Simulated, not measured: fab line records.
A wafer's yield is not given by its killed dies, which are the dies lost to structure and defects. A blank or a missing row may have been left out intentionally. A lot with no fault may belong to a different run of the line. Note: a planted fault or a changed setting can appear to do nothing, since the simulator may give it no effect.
The tool behind it: which one? || flow n5-finfet || 28 wafers from 10 lots sampled at 5 of the route's 1938 steps

## WHAT THE GAUGES SHOWED, per wafer
N5_BEOL_M3_CD_MEAS_35: target cd 18 nm, target cd y 21 nm. Usual: cd-nm reads 18.03 nm (standard deviation 0.3).
{"lot": "L547", "measured": "day 8 07:50", "on": "cd-sem-03", "cd-nm (nm)": "18.04 18.06 17.74", "flag": ""}
{"lot": "L551", "measured": "day 9 00:29", "on": "cd-sem-02", "cd-nm (nm)": "18.15 18.27 18.44", "flag": ""}
{"lot": "L552", "measured": "day 9 03:41", "on": "cd-sem-03", "cd-nm (nm)": "17.97 18.22 17.45", "flag": ""}
{"lot": "L553", "measured": "day 9 11:04", "on": "cd-sem-03", "cd-nm (nm)": "18.44 18.22 18.13", "flag": ""}
{"lot": "L554", "measured": "day 9 21:31", "on": "cd-sem-03", "cd-nm (nm)": "17.98 17.82 18.03", "flag": ""}
{"lot": "L559", "measured": "day 13 15:29", "on": "cd-sem-03", "cd-nm (nm)": "18.11 17.89", "flag": ""}
{"lot": "L560", "measured": "day 14 01:56", "on": "cd-sem-01", "cd-nm (nm)": "18.02 17.92", "flag": ""}
{"lot": "L564", "measured": "day 14 14:05", "on": "cd-sem-01", "cd-nm (nm)": "18.35 17.98 18.32", "flag": ""}
{"lot": "L562", "measured": "day 14 18:52", "on": "cd-sem-03", "cd-nm (nm)": "17.96 17.33 18.08", "flag": ""}
{"lot": "L568", "measured": "day 14 23:17", "on": "cd-sem-02", "cd-nm (nm)": "18.03 17.78 18.13", "flag": ""}

N5_BEOL_M4_RC_MEAS_101. Usual: DIBL_N 36.3 mV/V, standard deviation 1.1; DIBL_P 36.3 mV/V, standard deviation 1.4; IOFF_N 0.155 nA/um, standard deviation 0.019; IOFF_P 0.211 nA/um, standard deviation 0.027; ION_N 672 uA/um, standard deviation 8.5; ION_P 462 uA/um, standard deviation 5.8; SS_N 71.5 mV/dec, standard deviation 0.56; SS_P 73.3 mV/dec, standard deviation 0.52; VT_N 249.9 mV, standard deviation 2.5; VT_P -249.8 mV, standard deviation 2.8.
{"lot": "L547", "measured": "day 9 04:07", "on": "prober-01", "DIBL_N (mV/V)": "39.0 36.3 36.8", "DIBL_P (mV/V)": "37.5 36.0 35.1", "IOFF_N (nA/um)": "0.173 0.139 0.135", "IOFF_P (nA/um)": "0.234 0.203 0.192", "ION_N (uA/um)": "668 675 670", "ION_P (uA/um)": "458 463 453", "SS_N (mV/dec)": "72.5 70.9 72.2", "SS_P (mV/dec)": "74.6 73.4 73.6", "VT_N (mV)": "250.1 250.3 253.8", "VT_P (mV)": "-247.6 -250.4 -255.3", "flag": ""}
{"lot": "L551", "measured": "day 10 22:22", "on": "prober-01", "DIBL_N (mV/V)": "37.2 36.5 35.9", "DIBL_P (mV/V)": "37.1 36.6 35.2", "IOFF_N (nA/um)": "0.172 0.161 0.140", "IOFF_P (nA/um)": "0.244 0.243 0.227", "ION_N (uA/um)": "676 672 669", "ION_P (uA/um)": "472 467 469", "SS_N (mV/dec)": "71.9 71.8 71.0", "SS_P (mV/dec)": "73.9 73.0 72.7", "VT_N (mV)": "248.4 247.0 252.1", "VT_P (mV)": "-244.4 -247.3 -248.4", "flag": ""}
{"lot": "L552", "measured": "day 11 10:13", "on": "prober-01", "DIBL_N (mV/V)": "36.3 34.8 36.3", "DIBL_P (mV/V)": "36.4 33.7 35.6", "IOFF_N (nA/um)": "0.166 0.135 0.171", "IOFF_P (nA/um)": "0.199 0.167 0.199", "ION_N (uA/um)": "684 677 691", "ION_P (uA/um)": "462 463 465", "SS_N (mV/dec)": "71.2 71.3 71.8", "SS_P (mV/dec)": "73.6 72.6 73.6", "VT_N (mV)": "248.7 252.9 248.2", "VT_P (mV)": "-252.6 -251.8 -250.2", "flag": ""}
{"lot": "L553", "measured": "day 11 17:12", "on": "prober-01", "DIBL_N (mV/V)": "38.0 37.0 37.8", "DIBL_P (mV/V)": "36.8 36.1 36.5", "IOFF_N (nA/um)": "0.165 0.151 0.166", "IOFF_P (nA/um)": "0.207 0.196 0.200", "ION_N (uA/um)": "667 676 680", "ION_P (uA/um)": "454 456 455", "SS_N (mV/dec)": "71.7 70.8 71.3", "SS_P (mV/dec)": "73.4 72.4 73.5", "VT_N (mV)": "248.1 249.1 249.3", "VT_P (mV)": "-253.2 -252.9 -253.1", "flag": ""}
{"lot": "L554", "measured": "day 13 01:34", "on": "prober-02", "DIBL_N (mV/V)": "36.7 37.7 36.1", "DIBL_P (mV/V)": "37.0 37.7 34.9", "IOFF_N (nA/um)": "0.177 0.182 0.156", "IOFF_P (nA/um)": "0.217 0.223 0.183", "ION_N (uA/um)": "689 677 670", "ION_P (uA/um)": "466 459 456", "SS_N (mV/dec)": "71.6 72.3 71.0", "SS_P (mV/dec)": "74.0 73.2 73.2", "VT_N (mV)": "250.4 245.9 249.7", "VT_P (mV)": "-248.3 -247.1 -251.6", "flag": ""}
{"lot": "L559", "measured": "day 14 23:56", "on": "prober-01", "DIBL_N (mV/V)": "35.5 35.3", "DIBL_P (mV/V)": "33.9 34.6", "IOFF_N (nA/um)": "0.141 0.146", "IOFF_P (nA/um)": "0.182 0.197", "ION_N (uA/um)": "662 665", "ION_P (uA/um)": "455 458", "SS_N (mV/dec)": "71.2 70.7", "SS_P (mV/dec)": "73.4 73.1", "VT_N (mV)": "252.6 248.0", "VT_P (mV)": "-252.8 -250.7", "flag": ""}
{"lot": "L560", "measured": "day 15 10:38", "on": "prober-01", "DIBL_N (mV/V)": "36.8 34.9", "DIBL_P (mV/V)": "37.0 35.0", "IOFF_N (nA/um)": "0.144 0.116", "IOFF_P (nA/um)": "0.238 0.204", "ION_N (uA/um)": "663 650", "ION_P (uA/um)": "460 455", "SS_N (mV/dec)": "72.3 71.6", "SS_P (mV/dec)": "73.7 72.6", "VT_N (mV)": "251.8 257.1", "VT_P (mV)": "-247.6 -250.4", "flag": ""}
{"lot": "L564", "measured": "day 16 16:17", "on": "prober-01", "DIBL_N (mV/V)": "36.3 36.7 35.7", "DIBL_P (mV/V)": "36.6 36.6 35.8", "IOFF_N (nA/um)": "0.168 0.178 0.158", "IOFF_P (nA/um)": "0.226 0.231 0.221", "ION_N (uA/um)": "687 688 690", "ION_P (uA/um)": "470 471 471", "SS_N (mV/dec)": "71.9 71.6 71.9", "SS_P (mV/dec)": "73.7 74.1 73.8", "VT_N (mV)": "247.1 243.7 247.6", "VT_P (mV)": "-248.9 -246.9 -246.9", "flag": ""}
{"lot": "L562", "measured": "day 17 07:19", "on": "prober-01", "DIBL_N (mV/V)": "35.9 34.9 35.3", "DIBL_P (mV/V)": "36.9 36.0 36.3", "IOFF_N (nA/um)": "0.156 0.146 0.161", "IOFF_P (nA/um)": "0.221 0.203 0.217", "ION_N (uA/um)": "670 679 665", "ION_P (uA/um)": "460 467 463", "SS_N (mV/dec)": "70.8 71.2 71.5", "SS_P (mV/dec)": "73.5 73.0 72.8", "VT_N (mV)": "250.6 247.6 248.6", "VT_P (mV)": "-248.0 -249.4 -246.2", "flag": ""}
{"lot": "L568", "measured": "day 16 08:40", "on": "prober-01", "DIBL_N (mV/V)": "34.9 34.3 34.9", "DIBL_P (mV/V)": "37.6 36.8 36.6", "IOFF_N (nA/um)": "0.168 0.150 0.157", "IOFF_P (nA/um)": "0.241 0.235 0.232", "ION_N (uA/um)": "668 673 665", "ION_P (uA/um)": "470 472 465", "SS_N (mV/dec)": "70.4 71.7 71.8", "SS_P (mV/dec)": "73.3 73.1 72.6", "VT_N (mV)": "247.3 249.5 251.7", "VT_P (mV)": "-247.3 -244.4 -248.7", "flag": ""}

## WHAT TOOL EACH LOT RAN ON (gives the tool, then ch and the chambers of the sampled wafers, and finally the start)
{"lot": "L547", "N5_BEOL_M3_STRIP_97": "rie-diel-03 ch 0,2,3, day 8 07:50 or earlier", "N5_BEOL_M3_CVD_47": "cvd-co-02 ch 0,2, day 8 08:34", "N5_BEOL_M3_SPUTTER_79": "pvd-sputter-02, day 8 10:04"}
{"lot": "L551", "N5_BEOL_M3_STRIP_97": "rie-diel-03 ch 1,2,3, day 9 00:29 or earlier", "N5_BEOL_M3_CVD_47": "cvd-co-01 ch 0,1,2, day 9 01:15", "N5_BEOL_M3_SPUTTER_79": "pvd-sputter-01, day 9 01:39"}
{"lot": "L552", "N5_BEOL_M3_STRIP_97": "rie-diel-01 ch 0,1,3, day 9 03:41 or earlier", "N5_BEOL_M3_CVD_47": "cvd-co-01 ch 0,2, day 9 04:59", "N5_BEOL_M3_SPUTTER_79": "pvd-sputter-01, day 9 05:22"}
{"lot": "L553", "N5_BEOL_M3_STRIP_97": "rie-diel-06 ch 1,2,3, day 9 11:04 or earlier", "N5_BEOL_M3_CVD_47": "cvd-co-02 ch 0,1, day 9 12:19", "N5_BEOL_M3_SPUTTER_79": "pvd-sputter-02, day 9 12:47"}
{"lot": "L554", "N5_BEOL_M3_STRIP_97": "rie-diel-06 ch 0,2,3, day 9 21:31 or earlier", "N5_BEOL_M3_CVD_47": "cvd-co-01 ch 0,1, day 9 22:02", "N5_BEOL_M3_SPUTTER_79": "pvd-sputter-02, day 9 22:25"}
{"lot": "L559", "N5_BEOL_M3_STRIP_97": "rie-diel-01 ch 3, day 13 15:29 or earlier", "N5_BEOL_M3_CVD_47": "cvd-co-02 ch 0,1, day 13 16:16", "N5_BEOL_M3_SPUTTER_79": "pvd-sputter-01, day 13 18:01"}
{"lot": "L560", "N5_BEOL_M3_STRIP_97": "rie-diel-01 ch 1,3, day 14 01:56 or earlier", "N5_BEOL_M3_CVD_47": "cvd-co-02 ch 0,2, day 14 02:38", "N5_BEOL_M3_SPUTTER_79": "pvd-sputter-01, day 14 03:10"}
{"lot": "L564", "N5_BEOL_M3_STRIP_97": "rie-diel-01 ch 1,2,3, day 14 14:05 or earlier", "N5_BEOL_M3_CVD_47": "cvd-co-01 ch 0,1,2, day 14 15:05", "N5_BEOL_M3_SPUTTER_79": "pvd-sputter-02, day 14 15:30"}
{"lot": "L562", "N5_BEOL_M3_STRIP_97": "rie-diel-01 ch 1,2,3, day 14 18:52 or earlier", "N5_BEOL_M3_CVD_47": "cvd-co-01 ch 0,1,2, day 14 19:49", "N5_BEOL_M3_SPUTTER_79": "pvd-sputter-01, day 14 20:16"}
{"lot": "L568", "N5_BEOL_M3_STRIP_97": "rie-diel-01 ch 0,1,2, day 14 23:17 or earlier", "N5_BEOL_M3_CVD_47": "cvd-co-01 ch 0,2, day 15 00:16", "N5_BEOL_M3_SPUTTER_79": "pvd-sputter-02, day 15 01:43"}
- N5_BEOL_M3_STRIP_97: strips in N2/H2, time 10 s.
- N5_BEOL_M3_CVD_47: deposits Co from CCTBA/H2, target thk 3 nm, time 223.8 s.
- N5_BEOL_M3_SPUTTER_79: material Cu, target thk 4.5 nm, time 8.29 s.

## WHAT THE TOOLS THEMSELVES READ (means of the sampled wafers that have a number; where no wafer has one, the mark that the record gives instead)
N5_BEOL_M3_STRIP_97. Usual: drypump-motor-current-A 5.8 A, standard deviation 0.34; n2-flow-sccm 200.0 sccm, standard deviation 0.51; oes-product-au 0.83 a.u., standard deviation 0.071; rf-vpp-V 59.2 V, standard deviation 0.86; showerhead-plenum-p-Torr 2.55 Torr, standard deviation 0.079; throttle-valve-pct 23.64 %, standard deviation 0.23.
{"lot": "L547", "tool": "rie-diel-03", "drypump-motor-current-A (A)": 6.0, "n2-flow-sccm (sccm)": 199.8, "oes-product-au (a.u.)": 0.86, "rf-vpp-V (V)": 59.7, "showerhead-plenum-p-Torr (Torr)": 2.51, "throttle-valve-pct (%)": 23.54, "flag": ""}
{"lot": "L551", "tool": "rie-diel-03", "drypump-motor-current-A (A)": 5.8, "n2-flow-sccm (sccm)": 199.6, "oes-product-au (a.u.)": 0.79, "rf-vpp-V (V)": 59.2, "showerhead-plenum-p-Torr (Torr)": 2.55, "throttle-valve-pct (%)": 23.48, "flag": ""}
{"lot": "L552", "tool": "rie-diel-01", "drypump-motor-current-A (A)": 5.7, "n2-flow-sccm (sccm)": 200.0, "oes-product-au (a.u.)": 0.85, "rf-vpp-V (V)": 59.0, "showerhead-plenum-p-Torr (Torr)": 2.50, "throttle-valve-pct (%)": 23.74, "flag": ""}
{"lot": "L553", "tool": "rie-diel-06", "drypump-motor-current-A (A)": 5.9, "n2-flow-sccm (sccm)": 200.6, "oes-product-au (a.u.)": 0.80, "rf-vpp-V (V)": 59.0, "showerhead-plenum-p-Torr (Torr)": 2.48, "throttle-valve-pct (%)": 23.52, "flag": ""}
{"lot": "L554", "tool": "rie-diel-06", "drypump-motor-current-A (A)": 5.9, "n2-flow-sccm (sccm)": 200.1, "oes-product-au (a.u.)": 0.75, "rf-vpp-V (V)": 59.4, "showerhead-plenum-p-Torr (Torr)": 2.53, "throttle-valve-pct (%)": 23.55, "flag": ""}
{"lot": "L559", "tool": "rie-diel-01", "drypump-motor-current-A (A)": 6.1, "n2-flow-sccm (sccm)": 199.7, "oes-product-au (a.u.)": 0.85, "rf-vpp-V (V)": 59.3, "showerhead-plenum-p-Torr (Torr)": 2.58, "throttle-valve-pct (%)": 23.55, "flag": ""}
{"lot": "L560", "tool": "rie-diel-01", "drypump-motor-current-A (A)": 5.9, "n2-flow-sccm (sccm)": 200.9, "oes-product-au (a.u.)": 0.88, "rf-vpp-V (V)": 59.2, "showerhead-plenum-p-Torr (Torr)": 2.65, "throttle-valve-pct (%)": 23.70, "flag": ""}
{"lot": "L564", "tool": "rie-diel-01", "drypump-motor-current-A (A)": 5.8, "n2-flow-sccm (sccm)": 200.1, "oes-product-au (a.u.)": 0.85, "rf-vpp-V (V)": 58.9, "showerhead-plenum-p-Torr (Torr)": 2.62, "throttle-valve-pct (%)": 23.79, "flag": ""}
{"lot": "L562", "tool": "rie-diel-01", "drypump-motor-current-A (A)": 5.8, "n2-flow-sccm (sccm)": 199.3, "oes-product-au (a.u.)": 0.85, "rf-vpp-V (V)": 58.8, "showerhead-plenum-p-Torr (Torr)": 2.62, "throttle-valve-pct (%)": 23.80, "flag": ""}
{"lot": "L568", "tool": "rie-diel-01", "drypump-motor-current-A (A)": 5.6, "n2-flow-sccm (sccm)": 199.6, "oes-product-au (a.u.)": 0.85, "rf-vpp-V (V)": 59.4, "showerhead-plenum-p-Torr (Torr)": 2.58, "throttle-valve-pct (%)": 23.82, "flag": ""}

N5_BEOL_M3_CVD_47. Usual: run-length-s reads 246.8 s (standard deviation 0.4).
{"lot": "L547", "tool": "cvd-co-02", "run-length-s (s)": 246.9, "flag": ""}
{"lot": "L551", "tool": "cvd-co-01", "run-length-s (s)": 246.8, "flag": ""}
{"lot": "L552", "tool": "cvd-co-01", "run-length-s (s)": 246.5, "flag": ""}
{"lot": "L553", "tool": "cvd-co-02", "run-length-s (s)": 246.7, "flag": ""}
{"lot": "L554", "tool": "cvd-co-01", "run-length-s (s)": 247.1, "flag": ""}
{"lot": "L559", "tool": "cvd-co-02", "run-length-s (s)": 191.8, "flag": "OFF"}
{"lot": "L560", "tool": "cvd-co-02", "run-length-s (s)": 192.4, "flag": "OFF"}
{"lot": "L564", "tool": "cvd-co-01", "run-length-s (s)": 246.8, "flag": ""}
{"lot": "L562", "tool": "cvd-co-01", "run-length-s (s)": 246.7, "flag": ""}
{"lot": "L568", "tool": "cvd-co-01", "run-length-s (s)": 246.7, "flag": ""}

N5_BEOL_M3_SPUTTER_79. Usual: chuck-gas-flow-sccm 1.27 sccm, standard deviation 0.061; substrate-temp-c -19.99 C, standard deviation 0.11; throttle-valve-pct 29.5 %, standard deviation 0.97.
{"lot": "L547", "tool": "pvd-sputter-02", "chuck-gas-flow-sccm (sccm)": 1.31, "substrate-temp-c (C)": -20.02, "throttle-valve-pct (%)": 28.8, "flag": ""}
{"lot": "L551", "tool": "pvd-sputter-01", "chuck-gas-flow-sccm (sccm)": 1.28, "substrate-temp-c (C)": -19.79, "throttle-valve-pct (%)": 29.2, "flag": ""}
{"lot": "L552", "tool": "pvd-sputter-01", "chuck-gas-flow-sccm (sccm)": 1.27, "substrate-temp-c (C)": -20.00, "throttle-valve-pct (%)": 29.8, "flag": ""}
{"lot": "L553", "tool": "pvd-sputter-02", "chuck-gas-flow-sccm (sccm)": 1.24, "substrate-temp-c (C)": -19.97, "throttle-valve-pct (%)": 29.2, "flag": ""}
{"lot": "L554", "tool": "pvd-sputter-02", "chuck-gas-flow-sccm (sccm)": 1.28, "substrate-temp-c (C)": -20.05, "throttle-valve-pct (%)": 29.9, "flag": ""}
{"lot": "L559", "tool": "pvd-sputter-01", "chuck-gas-flow-sccm (sccm)": 1.25, "substrate-temp-c (C)": -19.91, "throttle-valve-pct (%)": 30.5, "flag": ""}
{"lot": "L560", "tool": "pvd-sputter-01", "chuck-gas-flow-sccm (sccm)": 1.29, "substrate-temp-c (C)": -20.07, "throttle-valve-pct (%)": 28.9, "flag": ""}
{"lot": "L564", "tool": "pvd-sputter-02", "chuck-gas-flow-sccm (sccm)": 1.24, "substrate-temp-c (C)": -20.07, "throttle-valve-pct (%)": 29.1, "flag": ""}
{"lot": "L562", "tool": "pvd-sputter-01", "chuck-gas-flow-sccm (sccm)": 1.27, "substrate-temp-c (C)": -19.97, "throttle-valve-pct (%)": 29.4, "flag": ""}
{"lot": "L568", "tool": "pvd-sputter-02", "chuck-gas-flow-sccm (sccm)": 1.28, "substrate-temp-c (C)": -20.01, "throttle-valve-pct (%)": 29.1, "flag": ""}

## THE ANSWER, worked out from the rows above alone
Rule: a lot is off if the mean of its wafers that have a number lies more than 3 standard deviations from the usual mean. Also off: a lot with no number at a reading for which 4 or more lots have one. Where the step has rows for the other lots, those lots are counted as sound. Order of review: gauges by route order, followed by the tools' own readings, for which a lot's mean as printed above is used. At the first step where some lot is off, the reading lying furthest off is the one used; lots without a number count as furthest.
Off: L559, L560, at N5_BEOL_M3_CVD_47 (run-length-s).
A tool fits if, at that step or a process step before it, it ran every lot that is off, and no sound lot after the first of them. Because N5_BEOL_M3_STRIP_97 lacks a start for some lots, the hours and order of its lots are taken from N5_BEOL_M3_CD_MEAS_35. One fits: N5_BEOL_M3_CVD_47 on cvd-co-02. A fault onset in the window from L553 (day 9 12:19, its last sound lot) to L559 (day 13 16:16, its first lot off) fits.
On the lots that are off, the tool's own readings at N5_BEOL_M3_CVD_47 differ by more than 5 times the standard deviation of the sound lots' means, which bears it out; run-length-s reads 192.1 s there versus 246.8 s on the sound lots.

## WHAT THE SIMULATOR HAD INSERTED
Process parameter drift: cvd-co-02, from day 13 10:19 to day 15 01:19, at N5_BEOL_M3_CVD_47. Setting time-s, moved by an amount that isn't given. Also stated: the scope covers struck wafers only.
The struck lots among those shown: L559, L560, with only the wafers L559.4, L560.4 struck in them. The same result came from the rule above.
